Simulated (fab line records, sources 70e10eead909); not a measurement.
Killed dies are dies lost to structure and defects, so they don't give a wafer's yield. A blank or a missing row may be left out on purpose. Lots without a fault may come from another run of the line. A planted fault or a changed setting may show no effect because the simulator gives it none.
Which tool did it? | flow nand_harc | 12 lots, 36 wafers sampled, at 5 steps of a route of 1159

WHAT THE GAUGES READ, wafer by wafer
NHARC_P_M0_OVL_MEAS_10: pitch 180 nm.
lot  | measured     | on         | overlay_x_nm (nm) | overlay_y_nm (nm)
L850 | day 5 10:10  | overlay-01 | 0.5 1.0 1.0       | 0.5 -0.8 0.1
L852 | day 6 16:37  | overlay-02 | -0.4 -0.5 0.1     | 0.0 0.4 1.2
L853 | day 6 16:59  | overlay-02 | -1.8 -1.1 -1.6    | -0.2 -0.6 -0.1
L854 | day 7 01:26  | overlay-02 | -0.3 -0.4 -0.4    | -0.2 0.2 0.1
L857 | day 7 14:39  | overlay-01 | -0.3 0.2 -0.2     | -0.6 -0.6 -0.8
L863 | day 9 18:38  | overlay-01 | -0.5 -0.6 -0.5    | -0.3 -1.3 -0.8
L864 | day 9 20:08  | overlay-02 | -0.6 -0.6 -0.2    | -0.3 -0.7 -0.7
L866 | day 10 02:42 | overlay-01 | -0.4 -0.9 -1.6    | -0.3 -1.2 -1.7
L868 | day 10 05:35 | overlay-02 | 1.8 1.2 0.8       | -0.4 -0.3 0.0
L870 | day 10 12:13 | overlay-01 | -0.3 -0.8 -0.3    | 0.4 0.1 0.2
L869 | day 10 12:34 | overlay-02 | 0.1 0.1 0.0       | 0.7 0.4 0.4
L872 | day 11 06:33 | overlay-02 | 0.6 0.5 0.4       | 0.0 -0.1 -0.3

NHARC_P_M0_INSPECT_11.
lot  | measured     | on                | raw_defect_count
L850 | day 5 10:12  | defect_inspect-02 | 7 7 6
L852 | day 6 16:39  | defect_inspect-02 | 4 4 5
L853 | day 6 17:01  | defect_inspect-02 | 6 5 1
L854 | day 7 01:28  | defect_inspect-01 | 4 3 4
L857 | day 7 14:41  | defect_inspect-01 | 4 4 2
L863 | day 9 18:40  | defect_inspect-02 | 9 11 3
L864 | day 9 20:11  | defect_inspect-02 | 7 5 4
L866 | day 10 02:44 | defect_inspect-02 | 0 4 4
L868 | day 10 05:38 | defect_inspect-02 | 9 7 4
L870 | day 10 12:15 | defect_inspect-01 | 2 2 4
L869 | day 10 12:36 | defect_inspect-02 | 3 2 5
L872 | day 11 06:35 | defect_inspect-01 | 3 3 3

NHARC_END_SORT_01.
lot  | measured     | on        | defect_limited_yield (%) | killed_at_array | killed_at_other | killed_at_periphery | killed_dies | killed_open | killed_short | sort_bin_2_pct (%) | sort_bin_3_pct (%) | sort_bin_4_pct (%) | sort_n_pass | sort_rim_yield_pct (%) | sort_yield_pct (%)
L850 | day 19 13:30 | prober-02 | 96.0 97.6 95.9           | 22 11 23        | 0 0 1           | 5 5 4               | 27 16 28    | 4 3 6       | 2 1 2        | 0.3 0.6 1.0        | 0.59 0 0.15        | 3.1 1.8 3.0        | 650 661 649 | 97.2 98.1 98.1         | 96.0 97.6 95.9
L852 | day 19 21:18 | prober-02 | 95.6 95.7 95.1           | 27 27 28        | 1 0 0           | 2 2 5               | 30 29 33    | 3 5 2       | 3 1 4        | 1.3 1.8 1.9        | 0 0.30 0.15        | 3.1 2.2 2.8        | 647 648 644 | 98.1 97.2 94.3         | 95.6 95.7 95.1
L853 | day 19 13:31 | prober-01 | 96.3 95.9 97.0           | 21 26 18        | 0 0 0           | 4 2 2               | 25 28 20    | 2 4 2       | 4 5 1        | 0.1 1.2 0.9        | 0 0.15 0           | 3.5 2.8 2.1        | 652 649 657 | 99.1 97.2 99.1         | 96.3 95.9 97.0
L854 | day 20 17:35 | prober-02 | 98.2 97.6 97.6           | 8 15 11         | 1 1 2           | 3 0 3               | 12 16 16    | 5 3 5       | 0 1 1        | 0.6 1.0 1.0        | 0.15 0.15 0.15     | 1.0 1.2 1.2        | 665 661 661 | 99.1 98.1 96.2         | 98.2 97.6 97.6
L857 | day 21 01:55 | prober-01 | 94.5 93.2 94.2           | 37 43 37        | 0 0 0           | 0 3 2               | 37 46 39    | 3 4 3       | 2 3 0        | 1.6 2.2 1.8        | 0.44 0.30 0.30     | 3.4 4.3 3.7        | 640 631 638 | 100.0 93.4 94.3        | 94.5 93.2 94.2
L863 | day 23 12:39 | prober-02 | 93.8 93.8 95.6           | 35 29 26        | 2 1 0           | 5 12 4              | 42 42 30    | 4 1 3       | 4 1 0        | 2.4 1.5 1.0        | 0.59 0.30 0.44     | 3.2 4.4 3.0        | 635 635 647 | 95.3 98.1 100.0        | 93.8 93.8 95.6
L864 | day 23 21:31 | prober-02 | 93.5 94.1 95.3           | 40 35 27        | 0 1 0           | 4 4 5               | 44 40 32    | 5 5 5       | 2 2 1        | 1.9 2.5 1.9        | 0 0 0.30           | 4.6 3.4 2.5        | 633 637 645 | 97.2 97.2 93.4         | 93.5 94.1 95.3
L866 | day 24 05:45 | prober-02 | 93.8 93.4 91.6           | 40 40 50        | 0 3 0           | 2 2 7               | 42 45 57    | 1 4 5       | 3 3 1        | 2.4 1.9 3.5        | 0.74 1.18 0.44     | 3.1 3.5 4.4        | 635 632 620 | 99.1 96.2 92.5         | 93.8 93.4 91.6
L868 | day 24 14:37 | prober-01 | 94.2 94.5 95.6           | 33 32 29        | 0 0 1           | 6 5 0               | 39 37 30    | 1 2 2       | 1 1 1        | 1.3 1.5 2.4        | 0.15 0.44 0.30     | 4.3 3.5 1.8        | 638 640 647 | 89.6 95.3 97.2         | 94.2 94.5 95.6
L870 | day 24 21:18 | prober-02 | 95.6 95.0 94.1           | 29 29 39        | 0 1 0           | 1 4 1               | 30 34 40    | 1 3 3       | 0 3 4        | 0.9 1.2 2.5        | 0.44 0.30 0.30     | 3.1 3.5 3.1        | 647 643 637 | 98.1 98.1 95.3         | 95.6 95.0 94.1
L869 | day 24 22:21 | prober-01 | 96.3 98.5 97.6           | 20 8 15         | 0 1 1           | 5 1 0               | 25 10 16    | 4 2 2       | 2 0 2        | 1.2 0.1 0.9        | 0.15 0 0           | 2.4 1.3 1.5        | 652 667 661 | 97.2 99.1 97.2         | 96.3 98.5 97.6
L872 | day 25 05:05 | prober-02 | 92.9 95.1 94.5           | 39 31 35        | 0 0 0           | 9 2 2               | 48 33 37    | 7 4 6       | 4 1 2        | 1.8 1.8 2.1        | 0.30 0 0.30        | 5.0 3.1 3.1        | 629 644 640 | 97.2 98.1 100.0        | 92.9 95.1 94.5

WHICH TOOL RAN EACH LOT (tool, then ch and the chambers of the sampled wafers, then the start)
lot  | NHARC_P_M0_SOFTBAKE_04            | NHARC_P_M0_DESCUM_14
L850 | litho_track-01 ch 0, day 5 09:00  | rie_diel-05 ch 0,2,3, day 5 10:17
L852 | litho_track-04 ch 0, day 6 16:00  | rie_diel-04 ch 0,2, day 6 16:43
L853 | litho_track-01 ch 0, day 6 16:00  | rie_diel-10 ch 0,2,3, day 6 17:05
L854 | litho_track-06 ch 0, day 7 00:00  | rie_diel-05 ch 1,3, day 7 01:32
L857 | litho_track-06 ch 0, day 7 14:00  | rie_diel-10 ch 1,2,3, day 7 14:44
L863 | litho_track-06 ch 0, day 9 18:00  | rie_diel-04 ch 1,2,3, day 9 18:44
L864 | litho_track-06 ch 0, day 9 19:00  | rie_diel-10 ch 1,2,3, day 9 20:14
L866 | litho_track-04 ch 0, day 10 02:00 | rie_diel-05 ch 0,2,3, day 10 02:49
L868 | litho_track-04 ch 0, day 10 05:00 | rie_diel-05 ch 0,2,3, day 10 05:42
L870 | litho_track-01 ch 0, day 10 11:00 | rie_diel-04 ch 2,3, day 10 12:19
L869 | litho_track-01 ch 0, day 10 12:00 | rie_diel-10 ch 1,2,3, day 10 12:40
L872 | litho_track-01 ch 0, day 11 06:00 | rie_diel-04 ch 0,1,3, day 11 06:39
- NHARC_P_M0_SOFTBAKE_04: time 55 s.
- NHARC_P_M0_DESCUM_14: chemistry O2, time 3 s.

WHAT THE TOOLS THEMSELVES READ (means of the sampled wafers that have a number; where no wafer has one, the mark that the record gives instead)
NHARC_P_M0_SOFTBAKE_04.
lot  | tool           | heater_power_total_W (W)
L850 | litho_track-01 | 188.42
L852 | litho_track-04 | 188.39
L853 | litho_track-01 | 188.60
L854 | litho_track-06 | 188.45
L857 | litho_track-06 | 188.53
L863 | litho_track-06 | 176.80
L864 | litho_track-06 | 176.90
L866 | litho_track-04 | 188.32
L868 | litho_track-04 | 188.50
L870 | litho_track-01 | 188.44
L869 | litho_track-01 | 188.47
L872 | litho_track-01 | 188.53

NHARC_P_M0_DESCUM_14.
lot  | tool        | drypump_motor_current_A (A) | oes_product_au (a.u.) | rf_vpp_V (V) | showerhead_plenum_p_Torr (Torr) | throttle_valve_pct (%)
L850 | rie_diel-05 | 5.8                         | 1.014                 | 57.7         | 1.94                            | 11.313
L852 | rie_diel-04 | 6.2                         | 1.009                 | 58.0         | 1.90                            | 11.311
L853 | rie_diel-10 | 6.1                         | 1.002                 | 57.6         | 1.98                            | 11.305
L854 | rie_diel-05 | 5.4                         | 1.012                 | 57.6         | 1.93                            | 11.309
L857 | rie_diel-10 | 6.1                         | 1.014                 | 57.4         | 1.98                            | 11.307
L863 | rie_diel-04 | 6.3                         | 1.004                 | 58.7         | 1.90                            | 11.311
L864 | rie_diel-10 | 6.1                         | 1.004                 | 58.0         | 1.98                            | 11.317
L866 | rie_diel-05 | 5.9                         | 1.004                 | 58.9         | 1.93                            | 11.306
L868 | rie_diel-05 | 5.8                         | 0.998                 | 58.4         | 1.93                            | 11.312
L870 | rie_diel-04 | 6.4                         | 0.994                 | 57.6         | 1.92                            | 11.303
L869 | rie_diel-10 | 6.1                         | 1.008                 | 57.8         | 1.98                            | 11.314
L872 | rie_diel-04 | 6.1                         | 1.006                 | 57.7         | 1.92                            | 11.325

THE ANSWER, worked out from the rows above alone
Rule: what is usual is taken from the lots themselves. Put in order of their means at a reading, lots are off if they are a third of the lots or fewer, leave a main group of 4 or more, and stand apart from it by a gap of 3 or more times the standard deviation of the main group's means; of several such gaps the widest counts. A main group whose means are all the same, to the digits that the tables above print for the reading, isn't used. A lot without any number at a reading at which 4 lots or more have one is off too. The other lots that the step has rows for count as sound. The gauges are gone through in route order, then the tools' own readings, and for those a lot's mean is taken as printed above. The first step at which some lot is off is used, and at that step the reading that is off furthest; a lot without a number counts as furthest.
Off: L863, L864, at NHARC_P_M0_SOFTBAKE_04 (heater_power_total_W). The main group: mean 188.47 W, standard deviation 0.076.
A tool fits if, at that step or a process step before it, it ran every lot that is off, and no sound lot after the first of them. One fits: litho_track-06 at NHARC_P_M0_SOFTBAKE_04. Its last sound lot is L857 (day 7 14:00), its first lot that is off L863 (day 9 18:00): a fault that began between those two fits.
The tool's own readings at NHARC_P_M0_SOFTBAKE_04 bear it out: on the lots that are off they differ by more than 5 times the standard deviation of the sound lots' means. heater_power_total_W reads 176.85 W there against 188.47 W on the sound lots.

WHAT THE SIMULATOR HAD PUT IN
Process parameter drift: litho_track-06, from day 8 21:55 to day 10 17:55, at NHARC_P_M0_SOFTBAKE_04. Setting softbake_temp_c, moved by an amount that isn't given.
Lots struck among those shown: L863, L864. The rule above found the same.
